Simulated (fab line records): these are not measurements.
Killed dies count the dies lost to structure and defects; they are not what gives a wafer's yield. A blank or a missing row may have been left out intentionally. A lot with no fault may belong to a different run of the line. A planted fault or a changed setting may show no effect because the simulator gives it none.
fab line records + flow n5Finfet
record
- lots=24
- wafers=72
- lastDay=22
route steps=1938 shown BEOL_M1@808 BEOL_M2@854
lots that met no fault: from a run of the same line without faults
startH: hours from the record's first day to the start of the lot's first wafer shown + waitH: how many hours have passed since the lot's step before this one + " as in the row above + L1.1+2: one row covering several wafers at once + - no value, or no start was given + * or withheld: withheld + < > ~ a bound
route shown NAME@n: names a module that has steps shown in the file, with the first one's number in the route + usual: the fault-free wafers' mean and standard deviation + same: alike in all rows + chamber/n: place in a boat + sites: per-site readings + _std_site: standard deviation across them + _edge_site: outer sites' mean less inner sites' + radiusMm: how far each site lies from the wafer's centre + mask NAME#n: copy n + behind: the most recent tool/chamber to have shaped the wafer + hold: what put the lot on hold/how long, in hours/how the hold closed + device: names the non-switching transistor (n, p or np) + end of line: the tests these same wafers got at the end of their route + step lacking rows: just its recipe + killed: dies that structure and defects cost at the first sort, which is not the same as the wafer's yield + map: the dies of a wafer, with x for killed, . for not killed, _ for no die there
set.NAME: the run value of the setting; set.NAME@STEP: its run value at that earlier step + model.NAME: the simulator's own value behind a step, which no gauge read
one table for each step of the route and one row for each wafer, over a sample of lots
services: from which hour (startH, from the record's first day; less than 0 if before it) a tool's chamber was out of use, for how many hours, and why
## steps
# step N5_BEOL_M1_CD_MEAS_35
# recipe
- targetCdNm=18
- targetCdYNm=21
- polarity=opening
# usual
- cdNm=18.0/0.31
| lot.wafer | tool     | chamber | startH | waitH | cdNm |
|-----------|----------|---------|--------|-------|------|
| L074.1    | cdSem-02 | -       | 134.75 | 0.0   | 17.6 |
| L074.3    | "        | -       | "      | "     | 17.9 |
| L074.5    | "        | -       | "      | "     | 17.8 |
| L075.2    | cdSem-01 | -       | 136.36 | 0.0   | 18.2 |
| L075.4    | "        | -       | "      | "     | 18.2 |
| L075.5    | "        | -       | "      | "     | 18.5 |
| L076.4    | cdSem-03 | -       | 155.43 | 0.0   | 18.0 |
| L076.5    | "        | -       | "      | "     | 18.3 |
| L076.6    | "        | -       | "      | "     | 17.5 |
| L077.1    | cdSem-02 | -       | 158.63 | 0.0   | 18.5 |
| L077.4    | "        | -       | "      | "     | 18.4 |
| L077.6    | "        | -       | "      | "     | 18.2 |
| L078.4    | cdSem-02 | -       | 161.55 | 0.0   | 18.2 |
| L078.5    | "        | -       | "      | "     | 18.1 |
| L078.6    | "        | -       | "      | "     | 18.2 |
| L079.1    | cdSem-03 | -       | 175.12 | 0.0   | 17.9 |
| L079.3    | "        | -       | "      | "     | 17.7 |
| L079.4    | "        | -       | "      | "     | 18.0 |
| L080.3    | cdSem-01 | -       | 178.33 | 0.0   | 17.8 |
| L080.4    | "        | -       | "      | "     | 18.1 |
| L080.5    | "        | -       | "      | "     | 18.1 |
| L081.1    | cdSem-03 | -       | 180.08 | 0.0   | 18.3 |
| L081.2    | "        | -       | "      | "     | 18.2 |
| L081.4    | "        | -       | "      | "     | 17.8 |
| L082.1    | cdSem-02 | -       | 187.43 | 0.0   | 18.2 |
| L082.3    | "        | -       | "      | "     | 18.0 |
| L082.6    | "        | -       | "      | "     | 18.6 |
| L083.2    | cdSem-01 | -       | 192.39 | 0.0   | 17.9 |
| L083.3    | "        | -       | "      | "     | 17.7 |
| L083.4    | "        | -       | "      | "     | 17.7 |
| L084.4    | cdSem-01 | -       | 192.66 | 0.0   | 18.0 |
| L084.5    | "        | -       | "      | "     | 18.3 |
| L084.6    | "        | -       | "      | "     | 18.3 |
| L085.1    | cdSem-03 | -       | 195.57 | 0.0   | 17.7 |
| L085.2    | "        | -       | "      | "     | 17.6 |
| L085.6    | "        | -       | "      | "     | 17.8 |
| L086.3    | cdSem-03 | -       | 199.19 | 0.0   | 17.8 |
| L086.5    | "        | -       | "      | "     | 18.0 |
| L086.6    | "        | -       | "      | "     | 17.8 |
| L087.2    | cdSem-02 | -       | 207.04 | 0.0   | 18.0 |
| L087.4    | "        | -       | "      | "     | 17.6 |
| L087.6    | "        | -       | "      | "     | 17.5 |
| L088.2    | cdSem-03 | -       | 211.00 | 0.0   | 18.1 |
| L088.5    | "        | -       | "      | "     | 18.0 |
| L088.6    | "        | -       | "      | "     | 17.8 |
| L090.3    | cdSem-02 | -       | 222.68 | 0.0   | 17.8 |
| L090.5    | "        | -       | "      | "     | 17.9 |
| L090.6    | "        | -       | "      | "     | 17.5 |
| L089.1    | cdSem-03 | -       | 231.74 | 0.0   | 17.9 |
| L089.2    | "        | -       | "      | "     | 18.5 |
| L089.3    | "        | -       | "      | "     | 18.1 |
| L091.1    | cdSem-02 | -       | 234.79 | 0.0   | 18.5 |
| L091.2    | "        | -       | "      | "     | 18.4 |
| L091.3    | "        | -       | "      | "     | 18.2 |
| L092.1    | cdSem-03 | -       | 244.54 | 0.0   | 17.7 |
| L092.2    | "        | -       | "      | "     | 18.1 |
| L092.5    | "        | -       | "      | "     | 17.6 |
| L094.1    | cdSem-03 | -       | 244.60 | 0.0   | 18.7 |
| L094.5    | "        | -       | "      | "     | 18.2 |
| L094.6    | "        | -       | "      | "     | 18.1 |
| L093.1    | cdSem-02 | -       | 253.36 | 0.0   | 17.5 |
| L093.4    | "        | -       | "      | "     | 17.7 |
| L093.5    | "        | -       | "      | "     | 17.8 |
| L095.4    | cdSem-02 | -       | 256.79 | 0.0   | 17.9 |
| L095.5    | "        | -       | "      | "     | 18.4 |
| L095.6    | "        | -       | "      | "     | 17.8 |
| L096.3    | cdSem-02 | -       | 268.64 | 0.0   | 18.1 |
| L096.4    | "        | -       | "      | "     | 17.9 |
| L096.6    | "        | -       | "      | "     | 18.5 |
| L097.3    | cdSem-01 | -       | 296.91 | 0.0   | 18.8 |
| L097.4    | "        | -       | "      | "     | 17.9 |
| L097.5    | "        | -       | "      | "     | 18.1 |
# step N5_BEOL_M1_SURFACE_TREAT_85
# recipe
- gas=Ar
- timeS=*
- ionEnergyEv=*
- ionCurrentMaCm2=0.5
- pressureMtorr=*
- arFlowSccm=30
# usual
- throttleValvePct=*
| lot.wafer | tool          | chamber | startH | waitH | throttleValvePct |
|-----------|---------------|---------|--------|-------|------------------|
| L074.1    | pvdSputter-01 | -       | 136.13 | 0.2   | *                |
| L074.3    | "             | -       | "      | "     | *                |
| L074.5    | "             | -       | "      | "     | *                |
| L075.2    | pvdSputter-02 | -       | 136.95 | 0.3   | *                |
| L075.4    | "             | -       | "      | "     | *                |
| L075.5    | "             | -       | "      | "     | *                |
| L076.4    | pvdSputter-03 | -       | 156.16 | 0.2   | *                |
| L076.5    | "             | -       | "      | "     | *                |
| L076.6    | "             | -       | "      | "     | *                |
| L077.1    | pvdSputter-01 | -       | 159.44 | 0.3   | *                |
| L077.4    | "             | -       | "      | "     | *                |
| L077.6    | "             | -       | "      | "     | *                |
| L078.4    | pvdSputter-01 | -       | 162.48 | 0.2   | *                |
| L078.5    | "             | -       | "      | "     | *                |
| L078.6    | "             | -       | "      | "     | *                |
| L079.1    | pvdSputter-01 | -       | 175.67 | 0.2   | *                |
| L079.3    | "             | -       | "      | "     | *                |
| L079.4    | "             | -       | "      | "     | *                |
| L080.3    | pvdSputter-01 | -       | 179.18 | 0.2   | *                |
| L080.4    | "             | -       | "      | "     | *                |
| L080.5    | "             | -       | "      | "     | *                |
| L081.1    | pvdSputter-01 | -       | 181.38 | 0.1   | *                |
| L081.2    | "             | -       | "      | "     | *                |
| L081.4    | "             | -       | "      | "     | *                |
| L082.1    | pvdSputter-03 | -       | 188.15 | 0.2   | *                |
| L082.3    | "             | -       | "      | "     | *                |
| L082.6    | "             | -       | "      | "     | *                |
| L083.2    | pvdSputter-03 | -       | 192.96 | 0.2   | *                |
| L083.3    | "             | -       | "      | "     | *                |
| L083.4    | "             | -       | "      | "     | *                |
| L084.4    | pvdSputter-03 | -       | 193.34 | 0.3   | *                |
| L084.5    | "             | -       | "      | "     | *                |
| L084.6    | "             | -       | "      | "     | *                |
| L085.1    | pvdSputter-01 | -       | 196.89 | 0.3   | *                |
| L085.2    | "             | -       | "      | "     | *                |
| L085.6    | "             | -       | "      | "     | *                |
| L086.3    | pvdSputter-01 | -       | 200.31 | 0.2   | *                |
| L086.5    | "             | -       | "      | "     | *                |
| L086.6    | "             | -       | "      | "     | *                |
| L087.2    | pvdSputter-03 | -       | 208.11 | 0.1   | *                |
| L087.4    | "             | -       | "      | "     | *                |
| L087.6    | "             | -       | "      | "     | *                |
| L088.2    | pvdSputter-01 | -       | 211.54 | 0.2   | *                |
| L088.5    | "             | -       | "      | "     | *                |
| L088.6    | "             | -       | "      | "     | *                |
| L090.3    | pvdSputter-01 | -       | 223.24 | 0.2   | *                |
| L090.5    | "             | -       | "      | "     | *                |
| L090.6    | "             | -       | "      | "     | *                |
| L089.1    | pvdSputter-01 | -       | 232.28 | 0.1   | *                |
| L089.2    | "             | -       | "      | "     | *                |
| L089.3    | "             | -       | "      | "     | *                |
| L091.1    | pvdSputter-02 | -       | 235.26 | 0.2   | *                |
| L091.2    | "             | -       | "      | "     | *                |
| L091.3    | "             | -       | "      | "     | *                |
| L092.1    | pvdSputter-02 | -       | 245.06 | 0.2   | *                |
| L092.2    | "             | -       | "      | "     | *                |
| L092.5    | "             | -       | "      | "     | *                |
| L094.1    | pvdSputter-01 | -       | 245.08 | 0.1   | *                |
| L094.5    | "             | -       | "      | "     | *                |
| L094.6    | "             | -       | "      | "     | *                |
| L093.1    | pvdSputter-01 | -       | 255.58 | 1.8   | *                |
| L093.4    | "             | -       | "      | "     | *                |
| L093.5    | "             | -       | "      | "     | *                |
| L095.4    | pvdSputter-02 | -       | 257.31 | 0.1   | *                |
| L095.5    | "             | -       | "      | "     | *                |
| L095.6    | "             | -       | "      | "     | *                |
| L096.3    | pvdSputter-01 | -       | 269.00 | 0.1   | *                |
| L096.4    | "             | -       | "      | "     | *                |
| L096.6    | "             | -       | "      | "     | *                |
| L097.3    | pvdSputter-02 | -       | 297.52 | 0.2   | *                |
| L097.4    | "             | -       | "      | "     | *                |
| L097.5    | "             | -       | "      | "     | *                |
# step N5_BEOL_M1_SPUTTER_94
# recipe
- material=Cu
- targetThkA=45
- tempC=-20
- chamberPressurePa=0.07
- powerW=withheld
- timeS=8.29
# usual
- throttleValvePct=29.4/0.99
| lot.wafer | tool          | chamber | startH | waitH | throttleValvePct |
|-----------|---------------|---------|--------|-------|------------------|
| L074.1    | pvdSputter-01 | -       | 137.97 | 0.1   | 29.8             |
| L074.3    | "             | -       | "      | "     | 31.5             |
| L074.5    | "             | -       | "      | "     | 31.3             |
| L075.2    | pvdSputter-03 | -       | 138.81 | 0.1   | 28.5             |
| L075.4    | "             | -       | "      | "     | 29.1             |
| L075.5    | "             | -       | "      | "     | 29.3             |
| L076.4    | pvdSputter-03 | -       | 158.22 | 0.1   | 28.7             |
| L076.5    | "             | -       | "      | "     | 29.3             |
| L076.6    | "             | -       | "      | "     | 28.1             |
| L077.1    | pvdSputter-03 | -       | 161.22 | 0.1   | 27.9             |
| L077.4    | "             | -       | "      | "     | 28.6             |
| L077.6    | "             | -       | "      | "     | 28.6             |
| L078.4    | pvdSputter-01 | -       | 164.36 | 0.0   | 29.6             |
| L078.5    | "             | -       | "      | "     | 29.9             |
| L078.6    | "             | -       | "      | "     | 28.4             |
| L079.1    | pvdSputter-02 | -       | 177.50 | 0.1   | 28.5             |
| L079.3    | "             | -       | "      | "     | 31.0             |
| L079.4    | "             | -       | "      | "     | 30.0             |
| L080.3    | pvdSputter-01 | -       | 181.08 | 0.1   | 28.6             |
| L080.4    | "             | -       | "      | "     | 31.2             |
| L080.5    | "             | -       | "      | "     | 29.5             |
| L081.1    | pvdSputter-03 | -       | 183.19 | 0.1   | 29.4             |
| L081.2    | "             | -       | "      | "     | 28.2             |
| L081.4    | "             | -       | "      | "     | 29.5             |
| L082.1    | pvdSputter-01 | -       | 190.15 | 0.1   | 28.7             |
| L082.3    | "             | -       | "      | "     | 31.4             |
| L082.6    | "             | -       | "      | "     | 31.3             |
| L083.2    | pvdSputter-03 | -       | 194.92 | 0.1   | 29.2             |
| L083.3    | "             | -       | "      | "     | 29.4             |
| L083.4    | "             | -       | "      | "     | 28.6             |
| L084.4    | pvdSputter-03 | -       | 196.76 | 0.1   | 28.6             |
| L084.5    | "             | -       | "      | "     | 28.2             |
| L084.6    | "             | -       | "      | "     | 29.6             |
| L085.1    | pvdSputter-03 | -       | 198.92 | 0.1   | 29.0             |
| L085.2    | "             | -       | "      | "     | 28.0             |
| L085.6    | "             | -       | "      | "     | 28.1             |
| L086.3    | pvdSputter-03 | -       | 202.24 | 0.1   | 29.5             |
| L086.5    | "             | -       | "      | "     | 29.3             |
| L086.6    | "             | -       | "      | "     | 28.7             |
| L087.2    | pvdSputter-02 | -       | 210.56 | 0.1   | 30.1             |
| L087.4    | "             | -       | "      | "     | 28.9             |
| L087.6    | "             | -       | "      | "     | 28.6             |
| L088.2    | pvdSputter-02 | -       | 213.36 | 0.1   | 30.2             |
| L088.5    | "             | -       | "      | "     | 28.4             |
| L088.6    | "             | -       | "      | "     | 30.9             |
| L090.3    | pvdSputter-01 | -       | 225.07 | 0.1   | 30.1             |
| L090.5    | "             | -       | "      | "     | 30.0             |
| L090.6    | "             | -       | "      | "     | 28.4             |
| L089.1    | pvdSputter-02 | -       | 234.05 | 0.1   | 28.8             |
| L089.2    | "             | -       | "      | "     | 30.8             |
| L089.3    | "             | -       | "      | "     | 28.4             |
| L091.1    | pvdSputter-01 | -       | 238.43 | 0.1   | 28.7             |
| L091.2    | "             | -       | "      | "     | 31.2             |
| L091.3    | "             | -       | "      | "     | 29.3             |
| L092.1    | pvdSputter-01 | -       | 246.82 | 0.1   | 31.4             |
| L092.2    | "             | -       | "      | "     | 29.7             |
| L092.5    | "             | -       | "      | "     | 31.5             |
| L094.1    | pvdSputter-02 | -       | 246.84 | 0.1   | 28.6             |
| L094.5    | "             | -       | "      | "     | 28.5             |
| L094.6    | "             | -       | "      | "     | 28.9             |
| L093.1    | pvdSputter-01 | -       | 257.34 | 0.1   | 31.5             |
| L093.4    | "             | -       | "      | "     | 30.1             |
| L093.5    | "             | -       | "      | "     | 30.2             |
| L095.4    | pvdSputter-01 | -       | 259.18 | 0.1   | 28.5             |
| L095.5    | "             | -       | "      | "     | 28.4             |
| L095.6    | "             | -       | "      | "     | 29.7             |
| L096.3    | pvdSputter-02 | -       | 270.76 | 0.1   | 30.1             |
| L096.4    | "             | -       | "      | "     | 28.5             |
| L096.6    | "             | -       | "      | "     | 30.0             |
| L097.3    | pvdSputter-01 | -       | 299.28 | 0.1   | 29.4             |
| L097.4    | "             | -       | "      | "     | 28.7             |
| L097.5    | "             | -       | "      | "     | 31.1             |
# step N5_BEOL_M2_CD_MEAS_11
# recipe
- targetCdNm=16.79
- landingEnergyEv=500
- detector=seInlens
- polarity=opening
# usual
- cdNm=16.86/0.24
| lot.wafer | tool     | chamber | startH | waitH | cdNm  |
|-----------|----------|---------|--------|-------|-------|
| L074.1    | cdSem-02 | 0       | 140.20 | -     | 16.84 |
| L074.3    | "        | 0       | "      | "     | 16.98 |
| L074.5    | "        | 0       | "      | "     | 16.35 |
| L075.2    | cdSem-03 | 0       | 142.80 | -     | 16.76 |
| L075.4    | "        | 0       | "      | "     | 16.49 |
| L075.5    | "        | 0       | "      | "     | 16.77 |
| L076.4    | cdSem-02 | 0       | 160.70 | -     | 16.72 |
| L076.5    | "        | 0       | "      | "     | 16.74 |
| L076.6    | "        | 0       | "      | "     | 16.99 |
| L077.1    | cdSem-01 | 0       | 165.58 | -     | 17.04 |
| L077.4    | "        | 0       | "      | "     | 16.90 |
| L077.6    | "        | 0       | "      | "     | 16.64 |
| L078.4    | cdSem-02 | 0       | 166.55 | -     | 16.56 |
| L078.5    | "        | 0       | "      | "     | 17.00 |
| L078.6    | "        | 0       | "      | "     | 16.79 |
| L079.1    | cdSem-01 | 0       | 180.28 | -     | 16.85 |
| L079.3    | "        | 0       | "      | "     | 16.83 |
| L079.4    | "        | 0       | "      | "     | 17.11 |
| L080.3    | cdSem-01 | 0       | 184.65 | -     | 17.00 |
| L080.4    | "        | 0       | "      | "     | 16.72 |
| L080.5    | "        | 0       | "      | "     | 16.86 |
| L081.1    | cdSem-03 | 0       | 185.66 | -     | 16.76 |
| L081.2    | "        | 0       | "      | "     | 16.66 |
| L081.4    | "        | 0       | "      | "     | 16.71 |
| L082.1    | cdSem-01 | 0       | 192.85 | -     | 16.70 |
| L082.3    | "        | 0       | "      | "     | 16.63 |
| L082.6    | "        | 0       | "      | "     | 16.62 |
| L083.2    | cdSem-01 | 0       | 198.36 | -     | 17.33 |
| L083.3    | "        | 0       | "      | "     | 17.19 |
| L083.4    | "        | 0       | "      | "     | 17.23 |
| L084.4    | cdSem-03 | 0       | 199.43 | -     | 16.25 |
| L084.5    | "        | 0       | "      | "     | 17.22 |
| L084.6    | "        | 0       | "      | "     | 17.24 |
| L085.1    | cdSem-01 | 0       | 200.88 | -     | 16.81 |
| L085.2    | "        | 0       | "      | "     | 16.92 |
| L085.6    | "        | 0       | "      | "     | 16.73 |
| L086.3    | cdSem-03 | 0       | 204.85 | -     | 16.46 |
| L086.5    | "        | 0       | "      | "     | 16.61 |
| L086.6    | "        | 0       | "      | "     | 16.27 |
| L087.2    | cdSem-01 | 0       | 213.23 | -     | 17.07 |
| L087.4    | "        | 0       | "      | "     | 16.67 |
| L087.6    | "        | 0       | "      | "     | 16.99 |
| L088.2    | cdSem-02 | 0       | 216.31 | -     | 16.86 |
| L088.5    | "        | 0       | "      | "     | 16.52 |
| L088.6    | "        | 0       | "      | "     | 16.87 |
| L090.3    | cdSem-03 | 0       | 227.13 | -     | 17.01 |
| L090.5    | "        | 0       | "      | "     | 17.06 |
| L090.6    | "        | 0       | "      | "     | 16.98 |
| L089.1    | cdSem-03 | 0       | 239.33 | -     | 16.98 |
| L089.2    | "        | 0       | "      | "     | 16.82 |
| L089.3    | "        | 0       | "      | "     | 16.73 |
| L091.1    | cdSem-01 | 0       | 240.69 | -     | 16.82 |
| L091.2    | "        | 0       | "      | "     | 17.20 |
| L091.3    | "        | 0       | "      | "     | 16.95 |
| L092.1    | cdSem-01 | 0       | 249.80 | -     | 17.15 |
| L092.2    | "        | 0       | "      | "     | 17.05 |
| L092.5    | "        | 0       | "      | "     | 16.86 |
| L094.1    | cdSem-03 | 0       | 249.96 | -     | 17.21 |
| L094.5    | "        | 0       | "      | "     | 17.12 |
| L094.6    | "        | 0       | "      | "     | 16.97 |
| L093.1    | cdSem-03 | 0       | 259.45 | -     | 16.99 |
| L093.4    | "        | 0       | "      | "     | 16.97 |
| L093.5    | "        | 0       | "      | "     | 17.00 |
| L095.4    | cdSem-03 | 0       | 261.20 | -     | 17.07 |
| L095.5    | "        | 0       | "      | "     | 17.18 |
| L095.6    | "        | 0       | "      | "     | 17.05 |
| L096.3    | cdSem-01 | 0       | 274.88 | -     | 16.91 |
| L096.4    | "        | 0       | "      | "     | 16.82 |
| L096.6    | "        | 0       | "      | "     | 16.57 |
| L097.3    | cdSem-03 | 0       | 301.34 | -     | 16.90 |
| L097.4    | "        | 0       | "      | "     | 16.76 |
| L097.5    | "        | 0       | "      | "     | 16.77 |
# step N5_BEOL_M2_OVL_MEAS_12
# recipe
- pointsPerWafer=522
# usual
- M2_OVL=-0.5/0.69
| lot.wafer | tool       | chamber | startH | waitH | M2_OVL[nm] |
|-----------|------------|---------|--------|-------|------------|
| L074.1    | overlay-01 | 0       | 140.23 | 0.0   | -0.3       |
| L074.3    | "          | 0       | "      | "     | -1.0       |
| L074.5    | "          | 0       | "      | "     | -1.8       |
| L075.2    | overlay-01 | 0       | 142.84 | 0.0   | 0.0        |
| L075.4    | "          | 0       | "      | "     | -0.5       |
| L075.5    | "          | 0       | "      | "     | -0.2       |
| L076.4    | overlay-02 | 0       | 160.74 | 0.0   | 1.0        |
| L076.5    | "          | 0       | "      | "     | -0.5       |
| L076.6    | "          | 0       | "      | "     | 0.9        |
| L077.1    | overlay-01 | 0       | 165.61 | 0.0   | -2.1       |
| L077.4    | "          | 0       | "      | "     | -1.1       |
| L077.6    | "          | 0       | "      | "     | -0.5       |
| L078.4    | overlay-01 | 0       | 166.59 | 0.0   | 0.9        |
| L078.5    | "          | 0       | "      | "     | -0.7       |
| L078.6    | "          | 0       | "      | "     | 0.9        |
| L079.1    | overlay-01 | 0       | 180.31 | 0.0   | -0.4       |
| L079.3    | "          | 0       | "      | "     | -1.4       |
| L079.4    | "          | 0       | "      | "     | -0.7       |
| L080.3    | overlay-02 | 0       | 184.70 | 0.0   | -1.1       |
| L080.4    | "          | 0       | "      | "     | -0.5       |
| L080.5    | "          | 0       | "      | "     | -0.1       |
| L081.1    | overlay-02 | 0       | 185.69 | 0.0   | -0.6       |
| L081.2    | "          | 0       | "      | "     | -1.3       |
| L081.4    | "          | 0       | "      | "     | -1.2       |
| L082.1    | overlay-02 | 0       | 192.88 | 0.0   | 0.3        |
| L082.3    | "          | 0       | "      | "     | 0.5        |
| L082.6    | "          | 0       | "      | "     | 0.3        |
| L083.2    | overlay-01 | 0       | 198.40 | 0.0   | -1.4       |
| L083.3    | "          | 0       | "      | "     | -1.1       |
| L083.4    | "          | 0       | "      | "     | -1.5       |
| L084.4    | overlay-01 | 0       | 199.48 | 0.0   | -0.7       |
| L084.5    | "          | 0       | "      | "     | 0.2        |
| L084.6    | "          | 0       | "      | "     | 0.8        |
| L085.1    | overlay-01 | 0       | 200.91 | 0.0   | -0.3       |
| L085.2    | "          | 0       | "      | "     | -0.2       |
| L085.6    | "          | 0       | "      | "     | -0.1       |
| L086.3    | overlay-01 | 0       | 204.89 | 0.0   | -0.8       |
| L086.5    | "          | 0       | "      | "     | -1.1       |
| L086.6    | "          | 0       | "      | "     | -0.2       |
| L087.2    | overlay-02 | 0       | 213.27 | 0.0   | -1.4       |
| L087.4    | "          | 0       | "      | "     | -1.2       |
| L087.6    | "          | 0       | "      | "     | -0.5       |
| L088.2    | overlay-02 | 0       | 216.34 | 0.0   | -1.8       |
| L088.5    | "          | 0       | "      | "     | -1.9       |
| L088.6    | "          | 0       | "      | "     | -1.0       |
| L090.3    | overlay-02 | 0       | 227.17 | 0.0   | 0.2        |
| L090.5    | "          | 0       | "      | "     | -0.9       |
| L090.6    | "          | 0       | "      | "     | -1.3       |
| L089.1    | overlay-01 | 0       | 239.36 | 0.0   | -0.5       |
| L089.2    | "          | 0       | "      | "     | -1.1       |
| L089.3    | "          | 0       | "      | "     | -0.4       |
| L091.1    | overlay-01 | 0       | 240.72 | 0.0   | 0.6        |
| L091.2    | "          | 0       | "      | "     | 0.6        |
| L091.3    | "          | 0       | "      | "     | 0.2        |
| L092.1    | overlay-01 | 0       | 249.83 | 0.0   | -0.6       |
| L092.2    | "          | 0       | "      | "     | -0.6       |
| L092.5    | "          | 0       | "      | "     | -0.4       |
| L094.1    | overlay-02 | 0       | 249.99 | 0.0   | -1.0       |
| L094.5    | "          | 0       | "      | "     | 0.0        |
| L094.6    | "          | 0       | "      | "     | -0.4       |
| L093.1    | overlay-01 | 0       | 259.48 | 0.0   | 0.0        |
| L093.4    | "          | 0       | "      | "     | 0.3        |
| L093.5    | "          | 0       | "      | "     | 1.0        |
| L095.4    | overlay-02 | 0       | 261.24 | 0.0   | -0.5       |
| L095.5    | "          | 0       | "      | "     | 0.6        |
| L095.6    | "          | 0       | "      | "     | -0.6       |
| L096.3    | overlay-01 | 0       | 274.92 | 0.0   | -0.9       |
| L096.4    | "          | 0       | "      | "     | -1.4       |
| L096.6    | "          | 0       | "      | "     | 0.1        |
| L097.3    | overlay-01 | 0       | 301.38 | 0.0   | -1.2       |
| L097.4    | "          | 0       | "      | "     | -1.2       |
| L097.5    | "          | 0       | "      | "     | -1.0       |
# step N5_BEOL_M2_CD_MEAS_18
# recipe
- pitchNm=36
- targetCdNm=18
# usual
- cdNm=18.0/0.31
| lot.wafer | tool     | chamber | startH | waitH | cdNm |
|-----------|----------|---------|--------|-------|------|
| L074.1    | cdSem-02 | -       | 141.22 | 0.0   | 18.2 |
| L074.3    | "        | -       | "      | "     | 17.6 |
| L074.5    | "        | -       | "      | "     | 17.6 |
| L075.2    | cdSem-01 | -       | 143.36 | 0.1   | 18.2 |
| L075.4    | "        | -       | "      | "     | 18.0 |
| L075.5    | "        | -       | "      | "     | 17.8 |
| L076.4    | cdSem-02 | -       | 161.39 | 0.1   | 18.2 |
| L076.5    | "        | -       | "      | "     | 18.1 |
| L076.6    | "        | -       | "      | "     | 18.1 |
| L077.1    | cdSem-03 | -       | 166.13 | 0.0   | 18.4 |
| L077.4    | "        | -       | "      | "     | 17.9 |
| L077.6    | "        | -       | "      | "     | 18.3 |
| L078.4    | cdSem-02 | -       | 167.26 | 0.1   | 17.8 |
| L078.5    | "        | -       | "      | "     | 18.0 |
| L078.6    | "        | -       | "      | "     | 17.9 |
| L079.1    | cdSem-02 | -       | 180.98 | 0.0   | 17.7 |
| L079.3    | "        | -       | "      | "     | 18.0 |
| L079.4    | "        | -       | "      | "     | 17.6 |
| L080.3    | cdSem-02 | -       | 185.28 | 0.1   | 18.0 |
| L080.4    | "        | -       | "      | "     | 18.2 |
| L080.5    | "        | -       | "      | "     | 18.3 |
| L081.1    | cdSem-02 | -       | 186.25 | 0.0   | 17.6 |
| L081.2    | "        | -       | "      | "     | 17.8 |
| L081.4    | "        | -       | "      | "     | 17.6 |
| L082.1    | cdSem-03 | -       | 193.47 | 0.0   | 18.2 |
| L082.3    | "        | -       | "      | "     | 18.2 |
| L082.6    | "        | -       | "      | "     | 17.9 |
| L083.2    | cdSem-03 | -       | 198.95 | 0.1   | 18.3 |
| L083.3    | "        | -       | "      | "     | 18.4 |
| L083.4    | "        | -       | "      | "     | 18.2 |
| L084.4    | cdSem-01 | -       | 200.10 | 0.1   | 18.3 |
| L084.5    | "        | -       | "      | "     | 18.4 |
| L084.6    | "        | -       | "      | "     | 18.0 |
| L085.1    | cdSem-01 | -       | 201.53 | 0.0   | 18.6 |
| L085.2    | "        | -       | "      | "     | 18.6 |
| L085.6    | "        | -       | "      | "     | 18.1 |
| L086.3    | cdSem-02 | -       | 205.40 | 0.1   | 17.6 |
| L086.5    | "        | -       | "      | "     | 17.6 |
| L086.6    | "        | -       | "      | "     | 17.5 |
| L087.2    | cdSem-02 | -       | 213.89 | 0.1   | 17.5 |
| L087.4    | "        | -       | "      | "     | 18.3 |
| L087.6    | "        | -       | "      | "     | 18.4 |
| L088.2    | cdSem-03 | -       | 217.10 | 0.1   | 18.0 |
| L088.5    | "        | -       | "      | "     | 18.3 |
| L088.6    | "        | -       | "      | "     | 18.2 |
| L090.3    | cdSem-02 | -       | 227.68 | 0.1   | 17.8 |
| L090.5    | "        | -       | "      | "     | 17.9 |
| L090.6    | "        | -       | "      | "     | 17.9 |
| L089.1    | cdSem-03 | -       | 239.89 | 0.0   | 17.8 |
| L089.2    | "        | -       | "      | "     | 18.1 |
| L089.3    | "        | -       | "      | "     | 17.7 |
| L091.1    | cdSem-03 | -       | 241.24 | 0.0   | 18.4 |
| L091.2    | "        | -       | "      | "     | 18.2 |
| L091.3    | "        | -       | "      | "     | 18.5 |
| L092.1    | cdSem-03 | -       | 250.48 | 0.0   | 18.4 |
| L092.2    | "        | -       | "      | "     | 18.2 |
| L092.5    | "        | -       | "      | "     | 17.8 |
| L094.1    | cdSem-01 | -       | 250.62 | 0.0   | 18.4 |
| L094.5    | "        | -       | "      | "     | 17.7 |
| L094.6    | "        | -       | "      | "     | 17.9 |
| L093.1    | cdSem-01 | -       | 260.01 | 0.0   | 18.2 |
| L093.4    | "        | -       | "      | "     | 17.9 |
| L093.5    | "        | -       | "      | "     | 18.0 |
| L095.4    | cdSem-01 | -       | 261.75 | 0.1   | 18.2 |
| L095.5    | "        | -       | "      | "     | 18.3 |
| L095.6    | "        | -       | "      | "     | 18.1 |
| L096.3    | cdSem-01 | -       | 275.47 | 0.1   | 18.1 |
| L096.4    | "        | -       | "      | "     | 18.0 |
| L096.6    | "        | -       | "      | "     | 17.7 |
| L097.3    | cdSem-03 | -       | 301.90 | 0.1   | 17.7 |
| L097.4    | "        | -       | "      | "     | 17.7 |
| L097.5    | "        | -       | "      | "     | 17.8 |
## services
| tool          | chamber | startH | hours | kind   |
|---------------|---------|--------|-------|--------|
| pvdSputter-03 | -       | 118.46 | 0.5   | repair |
| pvdSputter-01 | -       | 138.92 | 4.7   | repair |
| pvdSputter-02 | -       | 163.68 | 5.1   | repair |
| pvdSputter-03 | -       | 273.75 | 1.9   | repair |
## key
fault none
